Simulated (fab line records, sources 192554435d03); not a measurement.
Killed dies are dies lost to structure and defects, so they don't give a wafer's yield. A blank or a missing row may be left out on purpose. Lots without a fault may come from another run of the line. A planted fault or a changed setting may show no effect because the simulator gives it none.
fab line records | flow n5_finfet
record lots=7 wafers=21
route steps=1938 shown BEOL_M11@1562 BEOL_M12@1616 BEOL_M13@1673 BEOL_M14@1722 BEOL_M15@1800 PASS1_CAP@1874
start_h: hours from the record's first day to the start of the lot's first wafer shown | wait_h: hours since the lot's step before | " the same as in the row above | L1.1+2: a row that stands for several wafers | - no value, or no start given | * or withheld: withheld | < > ~ a bound
route shown NAME@n: a module of which the file shows steps, and the number in the route of the first | usual: mean/standard deviation of fault-free wafers | same: alike in all rows | chamber/n: place in a boat | sites: the reading at each site | _std_site: their standard deviation | _edge_site: outer sites' mean less inner sites' | radius_mm: how far each site lies from the wafer's centre | mask NAME#n: copy n | behind: the tool/chamber that last shaped the wafer | hold: why the lot was held/for how many hours/how that ended | device: the transistor (n, p or np) that didn't switch | end of line: the same wafers' tests at the end of the route | a step without rows: its recipe alone | killed: dies lost to structure and defects at the first sort, not the wafer's yield | map: a wafer's dies, x killed, . not, _ none there
set.NAME: the setting as run; set.NAME@STEP: as run at that earlier step | model.NAME: the simulator's own value behind a step, which no gauge read
lots whose settings were changed on purpose; a table a step, a row a wafer
## steps
# step N5_BEOL_M11_COAT_22
# recipe resist=CAR-ArF spin_rpm=1500 resist_thk_nm=90
# columns lot.wafer tool chamber start_h wait_h set.spin_rpm model.CAR-ArF_of_BEOL_M11_COAT_22.thk_nm
L079.1 litho_track-01 0 - - 1572 88
L079.4 " 0 " " 1500 90.2
L079.6 " 0 " " 1572 87.6
L084.2+3 litho_track-01 0 - - 1500 89.4
L084.4 " 0 " " 1500 89.6
L088.2 litho_track-01 0 - - 1574 88.2
L088.4+6 " 0 " " 1500 90.4
L086.1 litho_track-03 0 - - 1500 90.2
L086.3 " 0 " " 1500 89.8
L086.4 " 0 " " 1500 90
L096.3 litho_track-03 0 - - 1667 85.4
L096.5 " 0 " " 1667 85.6
L096.6 " 0 " " 1500 90.2
L095.1+3 litho_track-03 0 - - 1621 86.8
L095.6 " 0 " " 1621 87
L097.2+6 litho_track-03 0 - - 1500 89.8
L097.5 " 0 " " 1500 89.6
# step N5_BEOL_M11_EBR_24
# recipe solvent=PGMEA ebr_width_mm=1.5
# step N5_BEOL_M11_SOFTBAKE_23
# recipe temp_c=110 time_s=60 resist=CAR-ArF
# step N5_BEOL_M11_EXPOSE_25
# recipe mask_id=V10 na=1.35 source_shape=annular sigma_inner=0.5 sigma_outer=0.8 polarization=unpolarized dose_mj=85.5
# step N5_BEOL_M11_PEB_26
# recipe peb_temp_c=withheld peb_time_s=60 resist=CAR-ArF
# step N5_BEOL_M11_DEVELOP_27
# recipe develop_time_s=30 developer=TMAH resist=CAR-ArF rinse_liquid=diw dry=air_spin dev_temp_c=23
# columns lot.wafer tool chamber start_h wait_h set.spin_rpm@BEOL_M11_COAT_22 model.CAR-ArF_of_BEOL_M11_COAT_22.thk_nm
L079.1 litho_track-05 0 - - 1572 86.4
L079.4 " 0 " " 1500 88.4
L079.6 " 0 " " 1572 86
L084.2+4 litho_track-05 0 - - 1500 87.8
L084.3 " 0 " " 1500 87.6
L088.2 litho_track-03 0 - - 1574 86.6
L088.4+6 " 0 " " 1500 88.6
L086.1+4 litho_track-03 0 - - 1500 88.4
L086.3 " 0 " " 1500 88.2
L096.3 litho_track-03 0 - - 1667 83.6
L096.5 " 0 " " 1667 83.8
L096.6 " 0 " " 1500 88.4
L095.1+3 litho_track-05 0 - - 1621 85.2
L095.6 " 0 " " 1621 85.4
L097.2+6 litho_track-03 0 - - 1500 88.2
L097.5 " 0 " " 1500 87.8
# step N5_BEOL_M11_DESCUM_33
# recipe chemistry=O2 time_s=7.9 source_power_w=50 bias_power_w=20 pressure_mtorr=20 rf_frequency_hz=2.712e+07 temp_c=40 resist=CAR-ArF o2_flow_sccm=225
# columns lot.wafer tool chamber start_h wait_h set.spin_rpm@BEOL_M11_COAT_22 model.CAR-ArF_of_BEOL_M11_COAT_22.thk_nm
L079.1 rie_diel-03 0 299.30 0.0 1572 81.4
L079.4 " 1 " " 1500 83.6
L079.6 " 2 " " 1572 81.2
L084.2+4 rie_diel-02 1,2 356.93 0.0 1500 83
L084.3 " 3 " " 1500 82.8
L088.2 rie_diel-02 3 357.40 0.4 1574 81.6
L088.4+6 " 3,1 " " 1500 83.8
L086.1+4 rie_diel-05 3,0 363.40 0.0 1500 83.6
L086.3 " 1 " " 1500 83.4
L096.3 rie_diel-03 1 395.01 0.0 1667 78.8
L096.5 " 2 " " 1667 79.2
L096.6 " 3 " " 1500 83.6
L095.1 rie_diel-03 2 397.30 0.4 1621 80.4
L095.3 " 1 " " 1621 80.2
L095.6 " 3 " " 1621 80.6
L097.2+6 rie_diel-03 3,0 426.97 0.1 1500 83.4
L097.5 " 1 " " 1500 83
# step N5_BEOL_M11_ETCH_65
# recipe chemistry=CF4 target=SiARC target_depth_a=390 mask_material=CAR-ArF time_s=65 ion_energy_ev=80 pressure_mtorr=40 source_w=545 bias_w=36 Ar_flow_sccm=100 cf4_flow_sccm=100 ends=cleared
# step N5_BEOL_M11_ETCH_66
# recipe chemistry=N2/H2 target=SOC target_depth_a=1200 overetch_a=240 mask_material=SiARC temp_c=40 time_s=180 ion_energy_ev=200 pressure_mtorr=30 source_w=840 bias_w=150 n2_flow_sccm=200 h2_flow_sccm=200
# columns lot.wafer tool chamber start_h wait_h set.spin_rpm@BEOL_M11_COAT_63 model.etch.depth_nm
L079.1 rie_diel-03 0 299.38 0.0 1500 99.47
L079.4 " 1 " " 1500 99.71
L079.6 " 2 " " 1500 99.55
L084.2 rie_diel-02 1 357.02 0.0 1563 97.65
L084.3 " 3 " " 1500 99.84
L084.4 " 2 " " 1563 97.9
L088.2 rie_diel-02 3 357.48 0.0 1500 99.88
L088.4 " 3 " " 1500 99.95
L088.6 " 1 " " 1500 99.64
L086.1 rie_diel-05 3 363.48 0.0 1500 100.3
L086.3 " 1 " " 1500 100.2
L086.4 " 0 " " 1500 100.1
L096.3+5+6 rie_diel-03 1,2,3 395.10 0.0 1500 100.4
L095.1 rie_diel-03 2 397.38 0.0 1596 96.95
L095.3 " 1 " " 1596 96.9
L095.6 " 3 " " 1500 100.2
L097.2 rie_diel-03 3 427.05 0.0 1500 99.95
L097.5 " 1 " " 1500 99.94
L097.6 " 0 " " 1500 100.1
# step N5_BEOL_M11_STRIP_69
# recipe chemistry=N2/H2 temp_c=40 n2_flow_sccm=200 h2_flow_sccm=200 rf_frequency_hz=6e+07
# step N5_BEOL_M11_VIA_ETCH_34
# recipe chemistry=C4F6/O2 target=SiCOH_lowk target_depth_a=1845 mask_material=SOC taper_deg=4 time_s=69.2 ion_energy_ev=250 pressure_mtorr=30 source_w=345 bias_w=185 Ar_flow_sccm=300 C4F6_flow_sccm=10 O2_flow_sccm=10
# columns lot.wafer tool chamber start_h wait_h set.spin_rpm@BEOL_M11_COAT_63 model.SOC_of_BEOL_M11_COAT_63.thk_nm
L079.1 rie_diel-03 0 299.51 0.0 1500 91.2
L079.4+6 " 1,2 " " 1500 91.6
L084.2 rie_diel-02 1 357.14 0.0 1563 89.8
L084.3 " 3 " " 1500 92
L084.4 " 2 " " 1563 90.2
L088.2+4 rie_diel-02 3 357.60 0.0 1500 92
L088.6 " 1 " " 1500 91.8
L086.1 rie_diel-05 3 363.61 0.0 1500 92.2
L086.3+4 " 1,0 " " 1500 92
L096.3 rie_diel-03 1 395.22 0.0 1500 92.6
L096.5+6 " 2,3 " " 1500 92.4
L095.1+3 rie_diel-03 2,1 397.51 0.0 1596 89
L095.6 " 3 " " 1500 92
L097.2+5+6 rie_diel-03 3,1,0 427.18 0.0 1500 92
# step N5_BEOL_M12_ETCH_59
# recipe chemistry=N2/H2 target=BARC target_depth_a=890 overetch_a=267 time_s=67.9 ion_energy_ev=200 pressure_mtorr=30 source_w=840 bias_w=150 n2_flow_sccm=200 h2_flow_sccm=200
# usual rf_vpp_V=525.3/1.9
# columns lot.wafer tool chamber start_h wait_h set.bias_w rf_vpp_V
L079.1 rie_diel-06 2 303.14 0.0 130.6 480.4
L079.4 " 3 " " 130.6 475.7
L079.6 " 0 " " 150 524.8
L084.2 rie_diel-06 0 360.56 0.0 126.6 471.5
L084.3 " 3 " " 126.6 474.8
L084.4 " 3 " " 150 529.3
L088.2 rie_diel-01 0 362.12 0.0 150 528.4
L088.4 " 1 " " 139.8 503.5
L088.6 " 3 " " 150 524.7
L086.1 rie_diel-01 1 369.71 0.0 150 526.9
L086.3 " 0 " " 150 527.8
L086.4 " 2 " " 174.7 579.5
L096.3 rie_diel-04 0 399.51 0.0 150 523.6
L096.5 " 1 " " 167.6 562.8
L096.6 " 2 " " 167.6 559.8
L095.1 rie_diel-06 1 402.00 0.0 150 522.6
L095.3 " 2 " " 150 524.6
L095.6 " 3 " " 150 527.7
L097.2 rie_diel-04 0 430.98 0.0 150 524.4
L097.5 " 0 " " 150 524.0
L097.6 " 3 " " 150 524.8
# step N5_BEOL_M13_ETCH_59
# recipe chemistry=N2/H2 target=BARC target_depth_a=890 overetch_a=267 time_s=67.9 ion_energy_ev=200 pressure_mtorr=30 source_w=840 bias_w=150 n2_flow_sccm=200 h2_flow_sccm=200
# columns lot.wafer tool chamber start_h wait_h set.time_s model.coat_of_BEOL_M13_COAT_04.thk_nm
L079.1+6 rie_diel-02 2 306.78 0.0 67.9 321
L079.4 " 3 " " 67.9 320.2
L084.2 rie_diel-05 3 364.98 0.0 67.9 320.2
L084.3 " 0 " " 67.9 318.4
L084.4 " 2 " " 67.9 316.4
L088.2 rie_diel-03 1 366.32 0.0 67.9 316.6
L088.4 " 2 " " 67.9 317.4
L088.6 " 3 " " 67.9 318.2
L086.1 rie_diel-03 2 373.75 0.0 78.4 309
L086.3 " 3 " " 67.9 319.8
L086.4 " 3 " " 67.9 320.2
L096.3 rie_diel-05 0 413.00 0.0 67.9 317.4
L096.5 " 3 " " 67.9 319.2
L096.6 " 0 " " 67.9 318.4
L095.1 rie_diel-02 3 415.55 0.0 67.9 317.6
L095.3 " 0 " " 67.9 314.2
L095.6 " 1 " " 53.44 332.2
L097.2 rie_diel-05 3 437.07 0.0 67.9 317.6
L097.5 " 1 " " 67.9 314.8
L097.6 " 2 " " 67.9 315.8
# step N5_BEOL_M13_COAT_65
# recipe resist=SOC temp_c=250 time_s=60 spin_rpm=1500 resist_thk_nm=350
# columns lot.wafer tool chamber start_h wait_h set.spin_rpm model.SOC_of_BEOL_M13_COAT_65.thk_nm
L079.1 litho_track-03 0 307.31 0.0 1500 350.6
L079.4 " 0 " " 1500 349.8
L079.6 " 0 " " 1360 368.4
L084.2 litho_track-05 0 365.51 0.0 1565 342
L084.3 " 0 " " 1500 350
L084.4 " 0 " " 1500 349.4
L088.2 litho_track-05 0 366.85 0.0 1500 349.6
L088.4 " 0 " " 1500 349.2
L088.6 " 0 " " 1582 341.4
L086.1 litho_track-03 0 374.28 0.0 1403 364.6
L086.3 " 0 " " 1500 352.6
L086.4 " 0 " " 1403 364.2
L096.3 litho_track-03 0 413.53 0.0 1500 350.8
L096.5 " 0 " " 1657 332.8
L096.6 " 0 " " 1500 351
L095.1+3 litho_track-03 0 416.08 0.0 1500 351.8
L095.6 " 0 " " 1500 352.6
L097.2 litho_track-03 0 437.60 0.0 1500 351.8
L097.5+6 " 0 " " 1500 352
# step N5_BEOL_M13_DEP_53
# recipe material=SiCN target_thk_a=500 temp_c=withheld precursor=3MS/NH3 pressure_torr=3 rf_w=675 time_s=17.8
# columns lot.wafer tool chamber start_h wait_h set.time_s model.SiCN_of_BEOL_M13_DEP_53.thk_nm
L079.1 pecvd-01 1 311.36 0.0 17.8 51
L079.4 " 0 " " 16.58 48
L079.6 " 2 " " 16.58 47.4
L084.2 pecvd-03 0 369.61 0.0 17.8 51.4
L084.3 " 1 " " 16.61 46.8
L084.4 " 2 " " 17.8 50.6
L088.2 pecvd-01 0 370.76 0.0 17.8 49.8
L088.4 " 0 " " 17.8 50
L088.6 " 2 " " 17.8 50.6
L086.1 pecvd-02 0 379.25 0.0 17.8 49.4
L086.3 " 1 " " 16.26 44.8
L086.4 " 1 " " 16.26 45
L096.3 pecvd-02 0 418.78 0.0 17.8 49.8
L096.5 " 2 " " 17.8 50.8
L096.6 " 0 " " 17.8 50.6
L095.1 pecvd-03 1 420.50 0.0 17.8 49.6
L095.3 " 0 " " 16.73 47.2
L095.6 " 0 " " 17.8 51.2
L097.2+5 pecvd-03 0 443.08 0.0 17.8 50.2
L097.6 " 1 " " 17.8 49.6
# step N5_BEOL_M14_EXPOSE_07
# recipe mask_id=V13 na=0.8 source_shape=annular sigma_inner=0.5 sigma_outer=0.8 polarization=unpolarized attpsm_phase_deg=180 dose_mj=57
# columns lot.wafer tool chamber start_h wait_h mask set.dose_mj
L079.1+4+6 krf_scanner-02 0 311.81 - V13#0 57
L084.2+4 krf_scanner-02 0 370.07 - V13#0 58.43
L084.3 " 0 " " V13#0 57
L088.2 krf_scanner-01 0 371.34 - V13#0 57
L088.4+6 " 0 " " V13#0 60.1
L086.1 krf_scanner-01 0 379.70 - V13#0 58.66
L086.3+4 " 0 " " V13#0 57
L096.3+5+6 krf_scanner-01 0 419.24 - V13#0 57
L095.1+3 krf_scanner-01 0 420.95 - V13#0 61.2
L095.6 " 0 " " V13#0 57
L097.2+5+6 krf_scanner-01 0 443.53 - V13#0 57
# step N5_BEOL_M14_PEB_08
# recipe peb_temp_c=130 peb_time_s=90
# step N5_BEOL_M14_DEVELOP_09
# recipe develop_time_s=45 rinse_liquid=diw dry=air_spin dev_temp_c=21
# step N5_BEOL_M14_HARDBAKE_14
# recipe temp_c=130 time_s=120
# step N5_BEOL_M14_CD_MEAS_10
# recipe target_cd_nm=250 landing_energy_ev=500 detector=se_inlens polarity=opening
# usual cd_nm=251.2/1.4
# columns lot.wafer tool chamber start_h wait_h set.dose_mj@BEOL_M14_EXPOSE_07 cd_nm
L079.1 cd_sem-03 0 311.98 - 57 248.4
L079.4 " 0 " " 57 253.2
L079.6 " 0 " " 57 250.4
L084.2 cd_sem-01 0 370.24 - 58.43 255.0
L084.3 " 0 " " 57 251.2
L084.4 " 0 " " 58.43 253.1
L088.2 cd_sem-01 0 371.51 - 57 252.0
L088.4 " 0 " " 60.1 261.7
L088.6 " 0 " " 60.1 260.6
L086.1 cd_sem-01 0 379.88 - 58.66 256.5
L086.3 " 0 " " 57 252.4
L086.4 " 0 " " 57 251.6
L096.3 cd_sem-01 0 419.41 - 57 250.8
L096.5 " 0 " " 57 249.1
L096.6 " 0 " " 57 250.7
L095.1 cd_sem-03 0 421.13 - 61.2 263.0
L095.3 " 0 " " 61.2 263.6
L095.6 " 0 " " 57 250.5
L097.2 cd_sem-01 0 443.70 - 57 251.0
L097.5 " 0 " " 57 253.7
L097.6 " 0 " " 57 253.7
# step N5_BEOL_M14_STRIP_71
# recipe chemistry=post_etch_residue_remover time_s=60 temp_c=25 remover_ph=withheld remover_water_wt_pct=withheld remover_fluoride_wt_pct=withheld
# step N5_BEOL_M14_SRD_72
# recipe time_s=30 temp_c=23 rinse_liquid=diw dry=n2_spin spin_rpm=1500 dry_time_s=30
# step N5_BEOL_M14_CD_MEAS_17
# recipe target_cd_nm=250 polarity=opening
# usual cd_nm=252.2/1.7
# columns lot.wafer tool chamber start_h wait_h set.dose_mj@BEOL_M14_EXPOSE_07 cd_nm
L079.1 cd_sem-03 - 312.51 0.0 57 249.5
L079.4 " - " " 57 255.8
L079.6 " - " " 57 250.3
L084.2 cd_sem-03 - 370.80 0.0 58.43 256.9
L084.3 " - " " 57 250.8
L084.4 " - " " 58.43 255.8
L088.2 cd_sem-01 - 372.03 0.0 57 254.2
L088.4 " - " " 60.1 262.1
L088.6 " - " " 60.1 262.1
L086.1 cd_sem-03 - 380.40 0.0 58.66 257.6
L086.3 " - " " 57 252.7
L086.4 " - " " 57 250.0
L096.3 cd_sem-01 - 420.19 0.0 57 251.9
L096.5 " - " " 57 249.6
L096.6 " - " " 57 252.0
L095.1 cd_sem-03 - 421.92 0.0 61.2 264.3
L095.3 " - " " 61.2 264.8
L095.6 " - " " 57 250.0
L097.2 cd_sem-03 - 444.47 0.0 57 254.1
L097.5 " - " " 57 254.6
L097.6 " - " " 57 254.7
# step N5_BEOL_M15_EXPOSE_25
# recipe mask_id=M15 na=0.8 source_shape=annular sigma_inner=0.5 sigma_outer=0.8 polarization=unpolarized target_cd_nm=400 dose_mj=35.5
# columns lot.wafer tool chamber start_h wait_h mask set.dose_mj
L079.1+6 krf_scanner-01 0 319.61 - M15#0 35.5
L079.4 " 0 " " M15#0 36.95
L084.2 krf_scanner-02 0 378.55 - M15#0 35.5
L084.3+4 " 0 " " M15#0 33
L088.2 krf_scanner-01 0 380.01 - M15#0 35.5
L088.4+6 " 0 " " M15#0 33.44
L086.1+3+4 krf_scanner-01 0 386.68 - M15#0 37.43
L096.3+5+6 krf_scanner-01 0 431.18 - M15#0 35.5
L095.1+3+6 krf_scanner-02 0 431.49 - M15#0 35.5
L097.2+5+6 krf_scanner-01 0 452.63 - M15#0 35.5
# step N5_BEOL_M15_PEB_26
# recipe peb_temp_c=130 peb_time_s=90
# step N5_BEOL_M15_DEVELOP_27
# recipe develop_time_s=45 rinse_liquid=diw dry=air_spin dev_temp_c=21
# step N5_BEOL_M15_HARDBAKE_32
# recipe temp_c=130 time_s=120
# step N5_BEOL_M15_CD_MEAS_28
# recipe target_cd_nm=407.6 landing_energy_ev=500 detector=se_inlens
# usual cd_nm=407.6/1.8
# columns lot.wafer tool chamber start_h wait_h set.dose_mj@BEOL_M15_EXPOSE_25 cd_nm
L079.1 cd_sem-02 0 319.78 - 35.5 408.3
L079.4 " 0 " " 36.95 415.6
L079.6 " 0 " " 35.5 407.8
L084.2 cd_sem-02 0 378.72 - 35.5 409.2
L084.3 " 0 " " 33 397.0
L084.4 " 0 " " 33 400.0
L088.2 cd_sem-03 0 380.18 - 35.5 406.5
L088.4 " 0 " " 33.44 401.2
L088.6 " 0 " " 33.44 399.5
L086.1 cd_sem-01 0 386.85 - 37.43 416.0
L086.3 " 0 " " 37.43 416.8
L086.4 " 0 " " 37.43 416.6
L096.3 cd_sem-02 0 431.35 - 35.5 406.9
L096.5 " 0 " " 35.5 406.6
L096.6 " 0 " " 35.5 410.1
L095.1 cd_sem-03 0 431.66 - 35.5 407.5
L095.3 " 0 " " 35.5 406.2
L095.6 " 0 " " 35.5 407.0
L097.2 cd_sem-02 0 452.80 - 35.5 408.5
L097.5 " 0 " " 35.5 407.3
L097.6 " 0 " " 35.5 405.6
# step N5_BEOL_M15_DESCUM_33
# recipe chemistry=O2 time_s=7.9 source_power_w=50 bias_power_w=20 pressure_mtorr=20 rf_frequency_hz=2.712e+07 temp_c=40 o2_flow_sccm=225
# columns lot.wafer tool chamber start_h wait_h set.dose_mj@BEOL_M15_EXPOSE_25 model.BEOL_M15.cd_nm
L079.1 rie_diel-02 3 319.87 0.0 35.5 408.4
L079.4 " 2 " " 36.95 415.6
L079.6 " 3 " " 35.5 407.8
L084.2 rie_diel-03 3 379.11 0.3 35.5 408.8
L084.3 " 2 " " 33 396.8
L084.4 " 0 " " 33 400.2
L088.2 rie_diel-03 2 380.27 0.0 35.5 406.4
L088.4 " 3 " " 33.44 401.2
L088.6 " 0 " " 33.44 399.6
L086.1 rie_diel-02 0 387.11 0.2 37.43 416
L086.3 " 2 " " 37.43 416.8
L086.4 " 1 " " 37.43 416.4
L096.3 rie_diel-05 2 431.55 0.1 35.5 407.4
L096.5 " 0 " " 35.5 407
L096.6 " 1 " " 35.5 409.8
L095.1 rie_diel-03 0 432.03 0.3 35.5 407.4
L095.3 " 1 " " 35.5 406.2
L095.6 " 3 " " 35.5 407
L097.2 rie_diel-02 2 452.89 0.0 35.5 408.4
L097.5 " 1 " " 35.5 407.6
L097.6 " 0 " " 35.5 405.6
# step N5_BEOL_M15_ETCH_61
# recipe chemistry=N2/H2 target=BARC target_depth_a=890 overetch_a=267 time_s=67.9 ion_energy_ev=200 pressure_mtorr=30 source_w=840 bias_w=150 n2_flow_sccm=200 h2_flow_sccm=200
# columns lot.wafer tool chamber start_h wait_h set.bias_w set.dose_mj@BEOL_M15_EXPOSE_25 model.BEOL_M15.cd_nm
L079.1 rie_diel-02 3 319.91 0.0 150 35.5 401.2
L079.4 " 2 " " 150 36.95 407.8
L079.6 " 3 " " 150 35.5 400.4
L084.2 rie_diel-03 3 379.14 0.0 150 35.5 400.8
L084.3 " 2 " " 150 33 388.2
L084.4 " 0 " " 150 33 393.2
L088.2 rie_diel-03 2 380.30 0.0 150 35.5 397.8
L088.4 " 3 " " 150 33.44 393.2
L088.6 " 0 " " 150 33.44 392.6
L086.1 rie_diel-02 0 387.14 0.0 150 37.43 407.8
L086.3 " 2 " " 150 37.43 408.6
L086.4 " 1 " " 150 37.43 409
L096.3 rie_diel-05 2 431.58 0.0 150 35.5 399.8
L096.5 " 0 " " 150 35.5 399.4
L096.6 " 1 " " 150 35.5 401.6
L095.1 rie_diel-03 0 432.07 0.0 150 35.5 401
L095.3 " 1 " " 150 35.5 399
L095.6 " 3 " " 150 35.5 399.4
L097.2 rie_diel-02 2 452.92 0.0 150 35.5 400.6
L097.5 " 1 " " 150 35.5 400.4
L097.6 " 0 " " 150 35.5 398.2
# step N5_PASSIVATION_PECVD_01
# recipe material=SiNx target_thk_a=2000 temp_c=400 precursor=SiH4/NH3/N2 pressure_torr=4.9 rf_w=1406 time_s=43.2
# columns lot.wafer tool chamber start_h wait_h set.time_s model.SiNx_of_PASSIVATION_PECVD_01.thk_nm
L079.1 pecvd-01 0 329.60 0.0 45.04 207.8
L079.4 " 2 " " 45.04 211.4
L079.6 " 0 " " 43.2 202.8
L084.2 pecvd-04 2 388.55 0.0 43.2 196.6
L084.3 " 1 " " 43.2 202
L084.4 " 2 " " 37.33 174.8
L088.2 pecvd-01 0 392.02 0.0 45.25 210.4
L088.4 " 0 " " 45.25 210.8
L088.6 " 2 " " 43.2 204.6
L086.1 pecvd-01 2 397.08 0.0 45.18 208.2
L086.3 " 0 " " 45.18 207.2
L086.4 " 0 " " 43.2 200.8
L095.1 pecvd-01 0 443.39 0.0 45.41 208
L095.3 " 1 " " 45.41 209.6
L095.6 " 1 " " 43.2 202.6
L096.3 pecvd-01 1 443.95 0.0 36.72 169.6
L096.5 " 0 " " 43.2 202.4
L096.6 " 1 " " 43.2 204
L097.2 pecvd-04 1 464.91 0.0 43.2 196.2
L097.5+6 " 0,1 " " 43.2 199.6
## key
split step=N5_BEOL_M11_COAT_22 setting=spin_rpm stated=1500 by=wafer
response step=N5_BEOL_M11_COAT_22 reading=model.CAR-ArF_of_BEOL_M11_COAT_22.thk_nm change=-0.436 per=1% r=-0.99
response step=N5_BEOL_M11_DEVELOP_27 reading=model.CAR-ArF_of_BEOL_M11_COAT_22.thk_nm change=-0.425 per=1% r=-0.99
response step=N5_BEOL_M11_DESCUM_33 reading=model.CAR-ArF_of_BEOL_M11_COAT_22.thk_nm change=-0.427 per=1% r=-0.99
split step=N5_BEOL_M12_ETCH_59 setting=bias_w stated=150 by=wafer
response step=N5_BEOL_M12_ETCH_59 reading=rf_vpp_V change=+3.39 per=1% r=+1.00
split step=N5_BEOL_M13_ETCH_59 setting=time_s stated=67.9 by=wafer
response step=N5_BEOL_M13_ETCH_59 reading=model.coat_of_BEOL_M13_COAT_04.thk_nm change=-0.747 per=1% r=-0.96
split step=N5_BEOL_M13_COAT_65 setting=spin_rpm stated=1500 by=wafer
response step=N5_BEOL_M13_COAT_65 reading=model.SOC_of_BEOL_M13_COAT_65.thk_nm change=-1.79 per=1% r=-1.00
split step=N5_BEOL_M13_DEP_53 setting=time_s stated=17.8 by=wafer
response step=N5_BEOL_M13_DEP_53 reading=model.SiCN_of_BEOL_M13_DEP_53.thk_nm change=+0.537 per=1% r=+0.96
split step=N5_BEOL_M14_EXPOSE_07 setting=dose_mj stated=57 by=wafer
response step=N5_BEOL_M14_CD_MEAS_10 reading=cd_nm change=+1.67 per=1% r=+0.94
response step=N5_BEOL_M14_CD_MEAS_17 reading=cd_nm change=+1.84 per=1% r=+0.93
split step=N5_BEOL_M15_EXPOSE_25 setting=dose_mj stated=35.5 by=wafer
response step=N5_BEOL_M15_CD_MEAS_28 reading=cd_nm change=+1.41 per=1% r=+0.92
response step=N5_BEOL_M15_DESCUM_33 reading=model.BEOL_M15.cd_nm change=+1.38 per=1% r=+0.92
response step=N5_BEOL_M15_ETCH_61 reading=model.BEOL_M15.cd_nm change=+1.28 per=1% r=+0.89
split step=N5_BEOL_M15_ETCH_61 setting=bias_w stated=150 by=lot
response none clear
split step=N5_PASSIVATION_PECVD_01 setting=time_s stated=43.2 by=wafer
response step=N5_PASSIVATION_PECVD_01 reading=model.SiNx_of_PASSIVATION_PECVD_01.thk_nm change=+1.93 per=1% r=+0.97
split outside_this_file step=N5_BEOL_M11_COAT_63 setting=spin_rpm
# split outside_this_file: this setting was split too, and the file shows its column; the key of that split is in another file
